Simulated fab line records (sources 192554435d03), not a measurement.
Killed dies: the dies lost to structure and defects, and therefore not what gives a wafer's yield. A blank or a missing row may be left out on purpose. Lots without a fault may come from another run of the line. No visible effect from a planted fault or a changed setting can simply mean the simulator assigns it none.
Chamber matching / flow n5Finfet / 4 sister chambers for N5_BEOL_M12_ETCH_59 on rieDiel-01
The step etches BARC in N2/H2, target depth 89 nm, overetch 26.7 nm, time 67.9 s. 8 wafers are shown with their chamber, then 12 later ones without.

## WAFERS WITH THEIR CHAMBER
wafer=L081.4; chamber=0; showerheadPlenumPTorr (Torr)=2.49; drypumpMotorCurrentA (A)=5.6
wafer=L080.2; chamber=0; showerheadPlenumPTorr (Torr)=2.49; drypumpMotorCurrentA (A)=5.6
wafer=L084.2; chamber=3; showerheadPlenumPTorr (Torr)=2.68; drypumpMotorCurrentA (A)=6.5
wafer=L084.6; chamber=1; showerheadPlenumPTorr (Torr)=2.48; drypumpMotorCurrentA (A)=5.8
wafer=L087.1; chamber=3; showerheadPlenumPTorr (Torr)=2.67; drypumpMotorCurrentA (A)=6.5
wafer=L089.2; chamber=1; showerheadPlenumPTorr (Torr)=2.48; drypumpMotorCurrentA (A)=5.7
wafer=L089.3; chamber=2; showerheadPlenumPTorr (Torr)=2.65; drypumpMotorCurrentA (A)=5.1
wafer=L089.5; chamber=2; showerheadPlenumPTorr (Torr)=2.65; drypumpMotorCurrentA (A)=5.1

## WAFERS WHOSE CHAMBER IS MISSING
wafer=L092.1; showerheadPlenumPTorr (Torr)=2.49; drypumpMotorCurrentA (A)=5.6
wafer=L092.2; showerheadPlenumPTorr (Torr)=2.67; drypumpMotorCurrentA (A)=6.5
wafer=L092.5; showerheadPlenumPTorr (Torr)=2.48; drypumpMotorCurrentA (A)=5.6
wafer=L094.2; showerheadPlenumPTorr (Torr)=2.65; drypumpMotorCurrentA (A)=5.2
wafer=L094.3; showerheadPlenumPTorr (Torr)=2.48; drypumpMotorCurrentA (A)=5.6
wafer=L094.4; showerheadPlenumPTorr (Torr)=2.47; drypumpMotorCurrentA (A)=5.8
wafer=L095.1; showerheadPlenumPTorr (Torr)=2.48; drypumpMotorCurrentA (A)=5.6
wafer=L095.4; showerheadPlenumPTorr (Torr)=2.64; drypumpMotorCurrentA (A)=5.1
wafer=L095.5; showerheadPlenumPTorr (Torr)=2.64; drypumpMotorCurrentA (A)=5.1
wafer=L097.1; showerheadPlenumPTorr (Torr)=2.47; drypumpMotorCurrentA (A)=5.7
wafer=L097.3; showerheadPlenumPTorr (Torr)=2.48; drypumpMotorCurrentA (A)=5.6
wafer=L097.5; showerheadPlenumPTorr (Torr)=2.48; drypumpMotorCurrentA (A)=5.6

## WHICH CHAMBER EACH WENT THROUGH
wafer=L092.1; from the rows above=0; in truth=0
wafer=L092.2; from the rows above=3; in truth=3
wafer=L092.5; from the rows above=can't be placed: 0 or 1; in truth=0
wafer=L094.2; from the rows above=2; in truth=2
wafer=L094.3; from the rows above=can't be placed: 0 or 1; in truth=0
wafer=L094.4; from the rows above=1; in truth=1
wafer=L095.1; from the rows above=can't be placed: 0 or 1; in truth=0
wafer=L095.4; from the rows above=2; in truth=2
wafer=L095.5; from the rows above=2; in truth=2
wafer=L097.1; from the rows above=1; in truth=1
wafer=L097.3; from the rows above=can't be placed: 0 or 1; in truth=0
wafer=L097.5; from the rows above=can't be placed: 0 or 1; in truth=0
Correct placement for 7 of the 12. Not placeable from these rows: 5 (in 5, the candidates include the true chamber). Number placed wrongly: 0.
How it was worked out, from the rows above alone: a wafer's distance from a chamber is the root of the sum, over the readings, of the square of ((its reading less the chamber's mean) divided by the reading's scatter). If the next closest chamber is less than 2 further off than the closest, the wafer can't be placed; otherwise it belongs to the closest. The mean given for a chamber averages the wafers shown for that chamber. How the scatter is found: for the shown wafers, subtract from each reading the mean of its chamber, square and add these, divide the total by (wafers less chambers), then take the root.
